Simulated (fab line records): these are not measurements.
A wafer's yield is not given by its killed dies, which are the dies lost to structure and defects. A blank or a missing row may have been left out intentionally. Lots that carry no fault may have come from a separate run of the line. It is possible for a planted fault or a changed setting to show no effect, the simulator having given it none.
Lot-split experiment -- flow n5Finfet -- 39 wafers read from 7 lots, route of 1938 steps

ON THE SPLIT
At N5_GATE_CUT_ALD_22 (deposits SiNx, target thk 16 nm, pulse time 1 s, ald cycles 320), the setting aldCycles was moved away from the recipe's 320 on 18 of the 39 wafers read, by -7.8% to +15.9%. The other wafers ran this setting at the recipe's value.

Reading taken at the split's own step.

THE READING
SiNx_of_GATE_CUT_ALD_22.thkNm (the simulator's own value, which no gauge read), in nm, at N5_GATE_CUT_ALD_22 (deposits SiNx, target thk 16 nm, pulse time 1 s, ald cycles 320). The file gives no usual value for it. The 21 wafers here that ran the recipe average 16.0 nm, standard deviation 0.059 nm.

wafer,"tool, chamber at the split",aldCycles as run,against the recipe,"SiNx_of_GATE_CUT_ALD_22.thkNm, nm",against lot-mates on the recipe
L076.1,"aldSin-03, 0,3,3",371,+15.9%,18.6,+2.5
L076.2,"aldSin-03, 0,3,3",371,+15.9%,18.6,+2.5
L076.6,"aldSin-03, 0,3,3",371,+15.9%,18.6,+2.5
L076.3,"aldSin-03, 1",320,recipe,16.2,-
L076.4,"aldSin-03, 2,0",320,recipe,16,-
L076.5,"aldSin-03, 2,0",320,recipe,16,-
L080.1,"aldSin-03, 1,2,2",320,recipe,16,-
L080.3,"aldSin-03, 1,2,2",320,recipe,16,-
L080.5,"aldSin-03, 1,2,2",320,recipe,16,-
L080.2,"aldSin-03, 0,3,1",297,-7.2%,15,-1.0
L080.4,"aldSin-03, 0,3,1",297,-7.2%,15,-1.0
L080.6,"aldSin-03, 0,3,1",297,-7.2%,15,-1.0
L084.1,"aldSin-01, 0,2,3",320,recipe,16,-
L084.2,"aldSin-01, 0,2,3",320,recipe,16,-
L084.6,"aldSin-01, 0,2,3",320,recipe,16,-
L087.1,"aldSin-03, 2,3,2",320,recipe,16,-
L087.2,"aldSin-03, 2,3,2",320,recipe,16,-
L087.5,"aldSin-03, 2,3,2",320,recipe,16,-
L087.3,"aldSin-03, 1,0",341,+6.6%,17.2,+1.2
L087.4,"aldSin-03, 1,0",341,+6.6%,17.2,+1.2
L087.6,"aldSin-03, 3",341,+6.6%,17,+1.0
L094.1,"aldSin-04, 1",320,recipe,16,-
L094.6,"aldSin-04, 1",320,recipe,16,-
L094.2,"aldSin-04, 3",320,recipe,16.2,-
L094.3,"aldSin-04, 2,0,0",295,-7.8%,14.8,-1.3
L094.4,"aldSin-04, 2,0,0",295,-7.8%,14.8,-1.3
L094.5,"aldSin-04, 2,0,0",295,-7.8%,14.8,-1.3
L095.1,"aldSin-04, 0,1,2",320,recipe,16,-
L095.3,"aldSin-04, 0,1,2",320,recipe,16,-
L095.4,"aldSin-04, 0,1,2",320,recipe,16,-
L095.2,"aldSin-04, 3",354,+10.6%,17.8,+1.8
L095.5,"aldSin-04, 1,2",354,+10.6%,17.6,+1.6
L095.6,"aldSin-04, 1,2",354,+10.6%,17.6,+1.6
L096.1,"aldSin-01, 0,2",305,-4.7%,15.2,-0.8
L096.2,"aldSin-01, 0,2",305,-4.7%,15.2,-0.8
L096.3,"aldSin-01, 3,1,0",320,recipe,16,-
L096.4,"aldSin-01, 3,1,0",320,recipe,16,-
L096.6,"aldSin-01, 3,1,0",320,recipe,16,-
L096.5,"aldSin-01, 1",305,-4.7%,15.4,-0.6
If several chambers appear in one row, that row covers several wafers at once and the file leaves open which wafer was in which chamber.

FIT RESULTS
A straight line over all 39 wafers: SiNx_of_GATE_CUT_ALD_22.thkNm changes by +0.158 nm for each +1% of aldCycles; r = +1.00; the points scatter about the line by 0.076 nm.
The same after taking each lot's own level away (the mean of its wafers on the recipe; 39 wafers): +0.158 nm for each +1%; r = +1.00; scatter 0.075 nm.
Per that fit: largest aldCycles move, reading shift of 2.5 nm.
The span of the lots' own levels, 16.00 to 16.07 nm, comes to 1.1 times the standard deviation stated above.
Consequently the slope shifts little with the lot-to-lot level, the two slopes agreeing.
Check: +2.53 nm against its lot-mates is what the line predicts for one of the wafers moved furthest among these (+15.9%) when that wafer is left out of the fit. Against them it came out at +2.53 nm.

ADDITIONAL SPLITS CARRIED BY THESE WAFERS
Other splits were also applied to these wafers ahead of the reading. Each is held against what the fit with the lots' levels taken away leaves over:
other split on the same wafers,wafers away from the commonest value,r with SiNx_of_GATE_CUT_ALD_22.thkNm (lot level and that fit taken away)
N5_FIN_SAQP_ALD_61 tempC,18,+0.05
N5_DUMMY_GATE_EXPOSE_12 doseMj,15,-0.11
N5_DUMMY_GATE_ETCH_37 sourceW,9,-0.02
N5_SD_EPI_N_EPI_21 timeS,15,-0.27
N5_HKMG_FIN_ETCH_54 biasW,15,-0.18

FILE'S OWN FIT
SiNx_of_GATE_CUT_ALD_22.thkNm changes by +0.158 nm for each +1% of aldCycles, r = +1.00.
